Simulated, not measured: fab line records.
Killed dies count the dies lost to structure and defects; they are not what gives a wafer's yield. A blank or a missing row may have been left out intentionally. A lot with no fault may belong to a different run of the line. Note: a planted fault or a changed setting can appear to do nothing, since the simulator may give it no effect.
fab line records -- flow n5_finfet
[record] lots = 7, wafers = 21
route steps=1938 shown BEOL_M9@1411 BEOL_M10@1495
start_h: the number of hours between the record's first day and the start of the first shown wafer of the lot -- wait_h: hours elapsed since this lot's preceding step -- " repeats the value in the row above -- L1.1+2: a row that stands for several wafers -- - no value present, or no start provided -- * or withheld: withheld -- < > ~ a bound
route shown NAME@n: NAME is a module with steps in the file, n the number in the route of the first one -- usual: mean/standard deviation of fault-free wafers -- same: alike in all rows -- chamber/n: place in a boat -- sites: each site's reading -- _std_site: their standard deviation -- _edge_site: mean of outer sites minus mean of inner sites -- radius_mm: for every site, how far away it sits from the centre of the wafer -- mask NAME#n: copy n -- behind: tool/chamber where the wafer was last shaped -- hold: why the lot was held/for how many hours/how that ended -- device: which transistor (n, p or np) failed to switch -- end of line: the route-end tests of the same wafers -- a step given without rows: its recipe and nothing more -- killed: the dies lost at the first sort to structure and to defects; this is not the yield of the wafer -- map: a wafer's dies, marking killed ones x, the rest . and places with no die _
set.NAME: the setting as run; set.NAME@STEP: as run at that earlier step -- model.NAME: the simulator's own value behind a step, which no gauge read
lots run with intentionally changed settings; tables by step, rows by wafer
[[steps]]
[step N5_BEOL_M9_EXPOSE_08]
[recipe] mask_id = M9, na = 1.35, source_shape = dipole, sigma_inner = 0.411, sigma_outer = 0.611, polarization = te, dose_mj = 53.75
lot.wafer,tool,chamber,start_h,wait_h,mask,set.dose_mj
L074.2+6,arfi_scanner-02,0,220.97,-,M9#0,53.75
L074.4,arfi_scanner-02,0,220.97,-,M9#0,49.92
L075.1+4,arfi_scanner-01,0,233.86,-,M9#0,53.75
L075.3,arfi_scanner-01,0,233.86,-,M9#0,56.58
L076.1,arfi_scanner-01,0,234.01,-,M9#0,53.75
L076.2+3,arfi_scanner-01,0,234.01,-,M9#0,51.95
L078.1+5+6,arfi_scanner-01,0,262.59,-,M9#0,53.75
L083.3+5+6,arfi_scanner-01,0,314.44,-,M9#0,53.75
L088.2+3,arfi_scanner-01,0,317.68,-,M9#0,53.75
L088.4,arfi_scanner-01,0,317.68,-,M9#0,56.9
L090.1+3+4,arfi_scanner-03,0,326.11,-,M9#0,53.75
[step N5_BEOL_M9_PEB_09]
[recipe] peb_temp_c = withheld, peb_time_s = 60, resist = CAR-ArF
[step N5_BEOL_M9_DEVELOP_10]
[recipe] develop_time_s = 30, developer = TMAH, resist = CAR-ArF, rinse_liquid = diw, dry = air_spin, dev_temp_c = 23
[step N5_BEOL_M9_CD_MEAS_11]
[recipe] target_cd_nm = 64.1, landing_energy_ev = 500, detector = se_inlens, polarity = opening
[usual] cd_nm = 64.1/0.46
lot.wafer,tool,chamber,start_h,wait_h,set.dose_mj@BEOL_M9_EXPOSE_08,cd_nm
L074.2,cd_sem-03,0,221.09,-,53.75,64.4
L074.4,cd_sem-03,0,221.09,-,49.92,59.7
L074.6,cd_sem-03,0,221.09,-,53.75,63.6
L075.1,cd_sem-01,0,233.99,-,53.75,64.5
L075.3,cd_sem-01,0,233.99,-,56.58,67.6
L075.4,cd_sem-01,0,233.99,-,53.75,63.6
L076.1,cd_sem-02,0,234.13,-,53.75,64.6
L076.2,cd_sem-02,0,234.13,-,51.95,63.1
L076.3,cd_sem-02,0,234.13,-,51.95,63.4
L078.1,cd_sem-01,0,262.72,-,53.75,63.6
L078.5,cd_sem-01,0,262.72,-,53.75,64.0
L078.6,cd_sem-01,0,262.72,-,53.75,63.9
L083.3,cd_sem-02,0,314.56,-,53.75,64.4
L083.5,cd_sem-02,0,314.56,-,53.75,64.5
L083.6,cd_sem-02,0,314.56,-,53.75,64.2
L088.2,cd_sem-03,0,317.80,-,53.75,63.5
L088.3,cd_sem-03,0,317.80,-,53.75,63.9
L088.4,cd_sem-03,0,317.80,-,56.9,66.9
L090.1,cd_sem-02,0,326.24,-,53.75,64.7
L090.3,cd_sem-02,0,326.24,-,53.75,64.6
L090.4,cd_sem-02,0,326.24,-,53.75,64.2
[step N5_BEOL_M9_DESCUM_16]
[recipe] chemistry = O2, time_s = 7.9, source_power_w = 50, bias_power_w = 20, pressure_mtorr = 20, rf_frequency_hz = 2.712e+07, temp_c = 40, resist = CAR-ArF, o2_flow_sccm = 225
[step N5_BEOL_M9_ETCH_61]
[recipe] chemistry = CF4, target = SiARC, target_depth_a = 390, mask_material = CAR-ArF, time_s = 65, ion_energy_ev = 80, pressure_mtorr = 40, source_w = 545, bias_w = 36, Ar_flow_sccm = 100, cf4_flow_sccm = 100, ends = cleared
lot.wafer,tool,chamber,start_h,wait_h,set.dose_mj@BEOL_M9_EXPOSE_08,model.BEOL_M9.cd_offset_nm
L074.2,rie_diel-06,1,221.21,0.0,53.75,0.2
L074.4,rie_diel-06,3,221.21,0.0,49.92,-3.8
L074.6,rie_diel-06,0,221.21,0.0,53.75,-0.2
L075.1,rie_diel-01,3,234.18,0.0,53.75,0.4
L075.3,rie_diel-01,1,234.18,0.0,56.58,3.4
L075.4,rie_diel-01,2,234.18,0.0,53.75,-0.2
L076.1,rie_diel-01,2,234.43,0.0,53.75,0.6
L076.2,rie_diel-01,0,234.43,0.0,51.95,-1.2
L076.3,rie_diel-01,3,234.43,0.0,51.95,-0.8
L078.1,rie_diel-06,3,263.15,0.0,53.75,-0.6
L078.5,rie_diel-06,0,263.15,0.0,53.75,-0.2
L078.6,rie_diel-06,3,263.15,0.0,53.75,-0.4
L083.3,rie_diel-03,3,314.73,0.0,53.75,0.2
L083.5,rie_diel-03,1,314.73,0.0,53.75,0.6
L083.6,rie_diel-03,0,314.73,0.0,53.75,0
L088.2,rie_diel-06,0,318.25,0.0,53.75,-0.4
L088.3,rie_diel-06,2,318.25,0.0,53.75,-0.2
L088.4,rie_diel-06,2,318.25,0.0,56.9,3
L090.1+3,rie_diel-03,"1,3",326.36,0.0,53.75,0.8
L090.4,rie_diel-03,2,326.36,0.0,53.75,0.2
[step N5_BEOL_M9_ETCH_62]
[recipe] chemistry = N2/H2, target = SOC, target_depth_a = 1100, overetch_a = 220, mask_material = SiARC, temp_c = 40, time_s = 165, ion_energy_ev = 200, pressure_mtorr = 30, source_w = 840, bias_w = 150, n2_flow_sccm = 200, h2_flow_sccm = 200
lot.wafer,tool,chamber,start_h,wait_h,set.dose_mj@BEOL_M9_EXPOSE_08,model.BEOL_M9.cd_offset_nm
L074.2,rie_diel-06,1,221.26,0.0,53.75,0.2
L074.4,rie_diel-06,3,221.26,0.0,49.92,-3.8
L074.6,rie_diel-06,0,221.26,0.0,53.75,0
L075.1,rie_diel-01,3,234.23,0.0,53.75,-0.2
L075.3,rie_diel-01,1,234.23,0.0,56.58,3.2
L075.4,rie_diel-01,2,234.23,0.0,53.75,-0.4
L076.1,rie_diel-01,2,234.48,0.0,53.75,0.6
L076.2,rie_diel-01,0,234.48,0.0,51.95,-1
L076.3,rie_diel-01,3,234.48,0.0,51.95,-0.6
L078.1+6,rie_diel-06,3,263.20,0.0,53.75,-0.6
L078.5,rie_diel-06,0,263.20,0.0,53.75,0
L083.3+6,rie_diel-03,"3,0",314.78,0.0,53.75,0.2
L083.5,rie_diel-03,1,314.78,0.0,53.75,0.6
L088.2+3,rie_diel-06,"0,2",318.30,0.0,53.75,-0.2
L088.4,rie_diel-06,2,318.30,0.0,56.9,2.8
L090.1,rie_diel-03,1,326.41,0.0,53.75,0.6
L090.3,rie_diel-03,3,326.41,0.0,53.75,0.8
L090.4,rie_diel-03,2,326.41,0.0,53.75,0.2
[step N5_BEOL_M9_STRIP_68]
[recipe] chemistry = N2/H2, temp_c = 40, n2_flow_sccm = 200, h2_flow_sccm = 200, rf_frequency_hz = 6e+07
[step N5_BEOL_M9_STRIP_67]
[recipe] chemistry = CF4, resist = SiARC, power_w = 300, bias_power_w = 75, pressure_mtorr = 50, cf4_flow_sccm = 150, rf_frequency_hz = 6e+07
[step N5_BEOL_M9_HM_OPEN_17]
[recipe] chemistry = Cl2/BCl3, target_depth_a = 200, overetch_a = 60, target = TiN, mask_material = SOC, ion_energy_ev = 150, pressure_mtorr = 10, icp_w = 1000, bias_w = 126, Cl2_flow_sccm = 53.25, bcl3_flow_sccm = 21.75, Ar_flow_sccm = 25
lot.wafer,tool,chamber,start_h,wait_h,set.target_thk_a@BEOL_M9_HM_DEP_02,set.dose_mj@BEOL_M9_EXPOSE_08,model.etch.depth_nm,model.BEOL_M9.cd_offset_nm
L074.2,rie_metal-02,1,223.56,0.0,223.4,53.75,22.3,0.2
L074.4,rie_metal-02,1,223.56,0.0,200,49.92,19.59,-4
L074.6,rie_metal-02,0,223.56,0.0,223.4,53.75,22.22,0
L075.1,rie_metal-03,1,234.41,0.0,175.4,53.75,17.54,-0.2
L075.3,rie_metal-03,0,234.41,0.0,175.4,56.58,17.39,3.2
L075.4,rie_metal-03,1,234.41,0.0,200,53.75,19.85,-0.4
L076.1,rie_metal-01,1,234.66,0.0,210.7,53.75,21.09,0.6
L076.2,rie_metal-01,0,234.66,0.0,210.7,51.95,21.24,-0.8
L076.3,rie_metal-01,1,234.66,0.0,200,51.95,20.02,-0.6
L078.1,rie_metal-02,0,263.39,0.0,180,53.75,18.4,-0.6
L078.5,rie_metal-02,0,263.39,0.0,200,53.75,20.14,0
L078.6,rie_metal-02,1,263.39,0.0,180,53.75,18.35,-0.6
L083.3,rie_metal-03,1,314.99,0.1,200,53.75,19.78,0.4
L083.5,rie_metal-03,0,314.99,0.1,200,53.75,19.89,0.6
L083.6,rie_metal-03,1,314.99,0.1,200,53.75,19.93,0.2
L088.2,rie_metal-01,0,318.48,0.0,180.6,53.75,17.85,0
L088.3,rie_metal-01,1,318.48,0.0,200,53.75,19.74,-0.2
L088.4,rie_metal-01,0,318.48,0.0,180.6,56.9,17.85,3
L090.1,rie_metal-01,0,326.60,0.0,200,53.75,19.72,1
L090.3,rie_metal-01,0,326.60,0.0,193.2,53.75,18.85,1
L090.4,rie_metal-01,1,326.60,0.0,200,53.75,19.58,0.2
[step N5_BEOL_M9_STRIP_19]
[recipe] chemistry = O2, power_w = 400, temp_c = 40, pressure_mtorr = 30, rf_frequency_hz = 6e+07, bias_power_w = 0, overash_fraction = 0.2, o2_flow_sccm = 225
[step N5_BEOL_M9_CD_MEAS_18]
[recipe] pitch_nm = 140, target_cd_nm = 70
[usual] cd_nm = 70.1/0.45
lot.wafer,tool,chamber,start_h,wait_h,set.dose_mj@BEOL_M9_EXPOSE_08,cd_nm
L074.2,cd_sem-01,-,223.74,0.1,53.75,69.9
L074.4,cd_sem-01,-,223.74,0.1,49.92,66.2
L074.6,cd_sem-01,-,223.74,0.1,53.75,69.5
L075.1,cd_sem-03,-,234.71,0.0,53.75,69.9
L075.3,cd_sem-03,-,234.71,0.0,56.58,73.2
L075.4,cd_sem-03,-,234.71,0.0,53.75,69.8
L076.1,cd_sem-01,-,234.99,0.0,53.75,70.3
L076.2,cd_sem-01,-,234.99,0.0,51.95,69.0
L076.3,cd_sem-01,-,234.99,0.0,51.95,69.2
L078.1,cd_sem-02,-,263.58,0.1,53.75,69.6
L078.5,cd_sem-02,-,263.58,0.1,53.75,70.0
L078.6,cd_sem-02,-,263.58,0.1,53.75,69.0
L083.3,cd_sem-02,-,315.16,0.1,53.75,70.1
L083.5,cd_sem-02,-,315.16,0.1,53.75,70.7
L083.6,cd_sem-02,-,315.16,0.1,53.75,69.9
L088.2,cd_sem-01,-,318.67,0.1,53.75,70.1
L088.3,cd_sem-01,-,318.67,0.1,53.75,69.7
L088.4,cd_sem-01,-,318.67,0.1,56.9,72.9
L090.1,cd_sem-02,-,326.78,0.0,53.75,70.7
L090.3,cd_sem-02,-,326.78,0.0,53.75,71.3
L090.4,cd_sem-02,-,326.78,0.0,53.75,70.1
[step N5_BEOL_M9_TRENCH_ETCH_37]
[recipe] chemistry = C4F6/O2, target_depth_a = 1514.3, target = SiCOH_lowk, time_s = 49, ion_energy_ev = 250, pressure_mtorr = 30, source_w = 345, bias_w = 185, Ar_flow_sccm = 300, C4F6_flow_sccm = 10, O2_flow_sccm = 10
[usual] rf_vpp_V = 666/6.8
lot.wafer,tool,chamber,start_h,wait_h,set.bias_w,set.target_thk_a@BEOL_M9_HM_DEP_02,rf_vpp_V,model.etch.depth_nm,model.BEOL_M9.feature_depth_nm,model.TiN_of_BEOL_M9_HM_DEP_02.thk_nm
L074.2,rie_diel-01,3,-,-,213.9,223.4,741,161.7,161.6,17.6
L074.4,rie_diel-01,1,-,-,185,200,667,151.7,151.6,15.4
L074.6,rie_diel-01,1,-,-,185,223.4,666,151.8,151.8,18
L076.1,rie_diel-06,1,-,-,211.5,210.7,740,160.2,160.2,16.4
L076.2,rie_diel-06,0,-,-,185,210.7,672,153.9,154,17
L076.3,rie_diel-06,2,-,-,211.5,200,749,157.7,157.6,15.4
L075.1,rie_diel-01,1,-,-,171.1,175.4,626,148.8,148.8,13.6
L075.3,rie_diel-01,0,-,-,185,175.4,672,152.4,152.4,13.2
L075.4,rie_diel-01,2,-,-,185,200,673,150.3,150.2,15.6
L078.1,rie_diel-06,1,-,-,185,180,665,155,155,14.2
L078.5,rie_diel-06,1,-,-,169.2,200,619,151.7,151.8,16
L078.6,rie_diel-06,0,-,-,169.2,180,629,149.8,149.8,14.2
L083.3,rie_diel-06,1,-,-,185,200,666,154.6,154.6,15.4
L083.5,rie_diel-06,1,-,-,185,200,665,154.6,154.6,15.6
L083.6,rie_diel-06,0,-,-,185,200,673,154.6,154.6,15.6
L088.2,rie_diel-03,3,-,-,175,180.6,637,149.6,149.6,13.8
L088.3,rie_diel-03,2,-,-,175,200,643,146.6,146.6,15.8
L088.4,rie_diel-03,1,-,-,185,180.6,658,149.4,149.4,13.8
L090.1,rie_diel-06,0,-,-,200,200,717,157.6,157.6,15.2
L090.3,rie_diel-06,2,-,-,185,193.2,674,150.4,150.4,14.6
L090.4,rie_diel-06,1,-,-,200,200,709,159.9,160,15
[step N5_BEOL_M9_ETCH_41]
[recipe] chemistry = CH3F/O2, target = SiCN, target_depth_a = 366, taper_deg = 2, time_s = 70.1, ion_energy_ev = 120, mask_material = TiN, pressure_mtorr = 30, source_w = 395, bias_w = 75, Ar_flow_sccm = 150, CH3F_flow_sccm = 30, O2_flow_sccm = 20
[step N5_BEOL_M9_STRIP_80]
[recipe] chemistry = N2/H2, time_s = 10, power_w = 450, temp_c = 40, pressure_mtorr = 20, rf_frequency_hz = 6e+07, bias_power_w = 7, n2_flow_sccm = 200, h2_flow_sccm = 200
[step N5_BEOL_M9_OCD_MEAS_38]
[usual] trench_depth_nm = 151.2/2.3
lot.wafer,tool,chamber,start_h,wait_h,set.bias_w@BEOL_M9_TRENCH_ETCH_37,trench_depth_nm
L074.2,ocd-01,-,226.17,-,213.9,161.6
L074.4,ocd-01,-,226.17,-,185,151.3
L074.6,ocd-01,-,226.17,-,185,151.8
L076.1,ocd-02,-,237.50,-,211.5,160.1
L076.2,ocd-02,-,237.50,-,185,153.8
L076.3,ocd-02,-,237.50,-,211.5,157.7
L075.1,ocd-01,-,237.56,-,171.1,148.8
L075.3,ocd-01,-,237.56,-,185,152.4
L075.4,ocd-01,-,237.56,-,185,150.6
L078.1,ocd-02,-,265.88,-,185,155.0
L078.5,ocd-02,-,265.88,-,169.2,151.3
L078.6,ocd-02,-,265.88,-,169.2,149.4
L083.3,ocd-01,-,318.25,-,185,154.6
L083.5,ocd-01,-,318.25,-,185,154.2
L083.6,ocd-01,-,318.25,-,185,155.1
L088.2,ocd-02,-,320.09,-,175,149.8
L088.3,ocd-02,-,320.09,-,175,147.3
L088.4,ocd-02,-,320.09,-,185,149.9
L090.1,ocd-02,-,328.84,-,200,157.6
L090.3,ocd-02,-,328.84,-,185,150.6
L090.4,ocd-02,-,328.84,-,200,160.0
[step N5_BEOL_M9_HM_STRIP_39]
[recipe] chemistry = peroxide_tin_strip, material = TiN, target_depth_a = 250, temp_c = 50, time_s = 158
[step N5_BEOL_M9_SRD_40]
[recipe] time_s = 30, temp_c = 23, rinse_liquid = diw, dry = ipa_marangoni
[step N5_BEOL_M9_PRECLEAN_42]
[recipe] chemistry = residue_remover, time_s = 60, temp_c = 40
[step N5_BEOL_M9_SRD_43]
[recipe] time_s = 30, temp_c = 23, rinse_liquid = diw, dry = ipa_marangoni
[step N5_BEOL_M9_CD_MEAS_35]
[recipe] target_cd_nm = 70, target_cd_y_nm = 40, polarity = opening
[usual] cd_nm = 70.1/0.51
lot.wafer,tool,chamber,start_h,wait_h,set.dose_mj@BEOL_M9_EXPOSE_08,cd_nm
L074.2,cd_sem-01,-,226.32,0.0,53.75,70.4
L074.4,cd_sem-01,-,226.32,0.0,49.92,66.4
L074.6,cd_sem-01,-,226.32,0.0,53.75,69.8
L076.1,cd_sem-02,-,237.65,0.0,53.75,70.6
L076.2,cd_sem-02,-,237.65,0.0,51.95,69.2
L076.3,cd_sem-02,-,237.65,0.0,51.95,69.2
L075.1,cd_sem-03,-,237.71,0.0,53.75,70.3
L075.3,cd_sem-03,-,237.71,0.0,56.58,73.3
L075.4,cd_sem-03,-,237.71,0.0,53.75,69.6
L078.1,cd_sem-03,-,266.03,0.0,53.75,69.8
L078.5,cd_sem-03,-,266.03,0.0,53.75,70.2
L078.6,cd_sem-03,-,266.03,0.0,53.75,69.1
L083.3,cd_sem-01,-,318.40,0.0,53.75,70.3
L083.5,cd_sem-01,-,318.40,0.0,53.75,70.6
L083.6,cd_sem-01,-,318.40,0.0,53.75,70.4
L088.2,cd_sem-02,-,320.24,0.0,53.75,69.8
L088.3,cd_sem-02,-,320.24,0.0,53.75,69.9
L088.4,cd_sem-02,-,320.24,0.0,56.9,72.9
L090.1,cd_sem-02,-,328.99,0.0,53.75,71.2
L090.3,cd_sem-02,-,328.99,0.0,53.75,70.9
L090.4,cd_sem-02,-,328.99,0.0,53.75,70.2
[step N5_BEOL_M9_CURE_72]
[recipe] temp_c = 370, time_s = 120, ambient = DMADMS/He, material = SiCOH_lowk
[step N5_BEOL_M9_DEGAS_44]
[recipe] ambient = vacuum, temp_c = 250, time_s = 60
[step N5_BEOL_M9_ECD_50]
[recipe] material = Cu, target_thk_a = 3180
[step N5_BEOL_M9_ANNEAL_51]
[recipe] temp_c = 225, time_s = 90, ambient = N2
[step N5_BEOL_M9_CMP_52]
[recipe] stop_on = SiCOH_lowk, t_overpolish_s = 7, down_force_psi = 1, platen_rpm = 50, clearing_platen_down_force_psi = 1.5, clearing_platen_rpm = 50, post_cmp_clean = cu_alkaline, target_thk_nm = 140, clearing_platen_pad_velocity_m_s = 0.99484, pad_velocity_m_s = 0.99484
lot.wafer,tool,chamber,start_h,wait_h,set.bias_w@BEOL_M9_TRENCH_ETCH_37,model.Cu_of_BEOL_M9_ECD_50.thk_nm
L074.2,cmp-04,1,228.63,0.2,213.9,151.8
L074.4,cmp-04,2,228.63,0.2,185,140
L074.6,cmp-04,0,228.63,0.2,185,140.8
L076.2,cmp-03,3,239.61,0.2,185,142
L076.3,cmp-03,1,239.61,0.2,211.5,145.2
L076.1,cmp-03,2,239.61,0.2,211.5,148.6
L075.1,cmp-02,3,239.77,0.3,171.1,136.6
L075.4,cmp-02,1,239.77,0.3,185,138.6
L075.3,cmp-02,2,239.77,0.3,185,140.2
L078.1,cmp-02,0,268.54,0.3,185,142.8
L078.6,cmp-02,0,268.54,0.3,169.2,138
L078.5,cmp-02,1,268.54,0.3,169.2,140.2
L083.3,cmp-03,3,321.05,0.3,185,142
L083.6,cmp-03,3,321.05,0.3,185,141.2
L083.5,cmp-03,0,321.05,0.3,185,143.4
L088.3,cmp-03,3,324.53,0.3,175,135.4
L088.2,cmp-03,0,324.53,0.3,175,138
L088.4,cmp-03,1,324.53,0.3,185,137.2
L090.3,cmp-04,1,332.14,0.2,185,140.2
L090.4,cmp-04,2,332.14,0.2,200,149.6
L090.1,cmp-04,0,332.14,0.2,200,147.8
[step N5_BEOL_M9_THK_MEAS_53]
[recipe] thk_meas_gauge = xrf, reads = Cu_of_BEOL_M9_ECD_50
[usual] M9_THK = 138.9/2.5
lot.wafer,tool,chamber,start_h,wait_h,set.bias_w@BEOL_M9_TRENCH_ETCH_37,M9_THK[nm]
L074.2,film_metro-01,-,228.88,-,213.9,153.0
L074.4,film_metro-01,-,228.88,-,185,141.6
L074.6,film_metro-01,-,228.88,-,185,142.1
L076.1,film_metro-01,-,239.90,-,211.5,149.5
L076.2,film_metro-01,-,239.90,-,185,143.5
L076.3,film_metro-01,-,239.90,-,211.5,146.4
L075.1,film_metro-01,-,240.06,-,171.1,135.9
L075.3,film_metro-01,-,240.06,-,185,139.5
L075.4,film_metro-01,-,240.06,-,185,138.1
L078.1,film_metro-01,-,268.84,-,185,140.3
L078.5,film_metro-01,-,268.84,-,169.2,137.7
L078.6,film_metro-01,-,268.84,-,169.2,135.4
L083.3,film_metro-02,-,321.35,-,185,140.5
L083.5,film_metro-02,-,321.35,-,185,141.5
L083.6,film_metro-02,-,321.35,-,185,139.1
L088.2,film_metro-02,-,324.78,-,175,136.0
L088.3,film_metro-02,-,324.78,-,175,133.5
L088.4,film_metro-02,-,324.78,-,185,134.8
L090.1,film_metro-01,-,332.44,-,200,145.5
L090.3,film_metro-01,-,332.44,-,185,138.1
L090.4,film_metro-01,-,332.44,-,200,148.0
[step N5_BEOL_M9_PRE_CLEAN_55]
[recipe] gas = NH3, time_s = 15, temp_c = withheld, rf_power_w = 300
[step N5_BEOL_M9_DEP_56]
[recipe] material = SiCN, target_thk_a = 150, temp_c = withheld, precursor = 3MS/NH3, pressure_torr = 3, rf_w = 202, time_s = 26.5
[step N5_BEOL_M9_RS_MEAS_57]
[recipe] thk_meas_gauge = four-point-probe, reads = Cu_of_BEOL_M9_ECD_50+Co_of_BEOL_M9_CVD_78+TaN_of_BEOL_M9_ALD_74
[usual] M9_RS = 0.1509/0.0029
lot.wafer,tool,chamber,start_h,wait_h,set.bias_w@BEOL_M9_TRENCH_ETCH_37,M9_RS[ohm/sq]
L074.2,film_metro-02,-,229.02,0.1,213.9,0.1384
L074.4,film_metro-02,-,229.02,0.1,185,0.1510
L074.6,film_metro-02,-,229.02,0.1,185,0.1501
L076.1,film_metro-01,-,240.04,0.1,211.5,0.1412
L076.2,film_metro-01,-,240.04,0.1,185,0.1484
L076.3,film_metro-01,-,240.04,0.1,211.5,0.1450
L075.1,film_metro-01,-,240.20,0.1,171.1,0.1550
L075.3,film_metro-01,-,240.20,0.1,185,0.1507
L075.4,film_metro-01,-,240.20,0.1,185,0.1525
L078.1,film_metro-01,-,268.97,0.1,185,0.1477
L078.5,film_metro-01,-,268.97,0.1,169.2,0.1509
L078.6,film_metro-01,-,268.97,0.1,169.2,0.1533
L083.3,film_metro-01,-,321.49,0.1,185,0.1487
L083.5,film_metro-01,-,321.49,0.1,185,0.1470
L083.6,film_metro-01,-,321.49,0.1,185,0.1496
L088.2,film_metro-02,-,324.92,0.1,175,0.1536
L088.3,film_metro-02,-,324.92,0.1,175,0.1568
L088.4,film_metro-02,-,324.92,0.1,185,0.1546
L090.1,film_metro-01,-,332.57,0.1,200,0.1423
L090.3,film_metro-01,-,332.57,0.1,185,0.1502
L090.4,film_metro-01,-,332.57,0.1,200,0.1402
[step N5_BEOL_M10_COAT_64]
[recipe] resist = SiARC, temp_c = 220, time_s = 60, spin_rpm = 1500, resist_thk_nm = 30
lot.wafer,tool,chamber,start_h,wait_h,set.spin_rpm,model.SiARC_of_BEOL_M10_COAT_64.thk_nm
L074.2+4+6,litho_track-04,0,-,-,1500,30
L075.1+3+4,litho_track-03,0,-,-,1500,30
L076.1+2,litho_track-02,0,-,-,1500,29.8
L076.3,litho_track-02,0,-,-,1334,31.6
L078.1,litho_track-03,0,-,-,1500,30.2
L078.5,litho_track-03,0,-,-,1500,30
L078.6,litho_track-03,0,-,-,1408,31
L083.3+5+6,litho_track-03,0,-,-,1500,30
L088.2+3+4,litho_track-02,0,-,-,1500,30
L090.1+4,litho_track-02,0,-,-,1348,31.6
L090.3,litho_track-02,0,-,-,1500,29.8
[[key]]
[split] step = N5_BEOL_M9_EXPOSE_08, setting = dose_mj, stated = 53.75, by = wafer
[response] step = N5_BEOL_M9_CD_MEAS_11, reading = cd_nm, change = +0.59, per = 1%, r = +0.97
[response] step = N5_BEOL_M9_ETCH_61, reading = model.BEOL_M9.cd_offset_nm, change = +0.557, per = 1%, r = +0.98
[response] step = N5_BEOL_M9_ETCH_62, reading = model.BEOL_M9.cd_offset_nm, change = +0.552, per = 1%, r = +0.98
[response] step = N5_BEOL_M9_HM_OPEN_17, reading = model.BEOL_M9.cd_offset_nm, change = +0.566, per = 1%, r = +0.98
[response] step = N5_BEOL_M9_CD_MEAS_18, reading = cd_nm, change = +0.52, per = 1%, r = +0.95
[response] step = N5_BEOL_M9_CD_MEAS_35, reading = cd_nm, change = +0.539, per = 1%, r = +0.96
[split] step = N5_BEOL_M9_TRENCH_ETCH_37, setting = bias_w, stated = 185, by = wafer
[response] step = N5_BEOL_M9_TRENCH_ETCH_37, reading = rf_vpp_V, change = +4.91, per = 1%, r = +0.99
[response] step = N5_BEOL_M9_TRENCH_ETCH_37, reading = model.etch.depth_nm, change = +0.531, per = 1%, r = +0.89
[response] step = N5_BEOL_M9_TRENCH_ETCH_37, reading = model.BEOL_M9.feature_depth_nm, change = +0.526, per = 1%, r = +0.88
[response] step = N5_BEOL_M9_OCD_MEAS_38, reading = trench_depth_nm, change = +0.541, per = 1%, r = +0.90
[response] step = N5_BEOL_M9_CMP_52, reading = model.Cu_of_BEOL_M9_ECD_50.thk_nm, change = +0.553, per = 1%, r = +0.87
[response] step = N5_BEOL_M9_THK_MEAS_53, reading = M9_THK, change = +0.536, per = 1%, r = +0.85
[response] step = N5_BEOL_M9_RS_MEAS_57, reading = M9_RS, change = -0.000599, per = 1%, r = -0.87
[split] step = N5_BEOL_M10_COAT_64, setting = spin_rpm, stated = 1500, by = wafer
[response] step = N5_BEOL_M10_COAT_64, reading = model.SiARC_of_BEOL_M10_COAT_64.thk_nm, change = -0.166, per = 1%, r = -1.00
split outside_this_file step=N5_BEOL_M9_HM_DEP_02 setting=target_thk_a
// split outside_this_file: this setting was split too, and the file shows its column; the key of that split is in another file
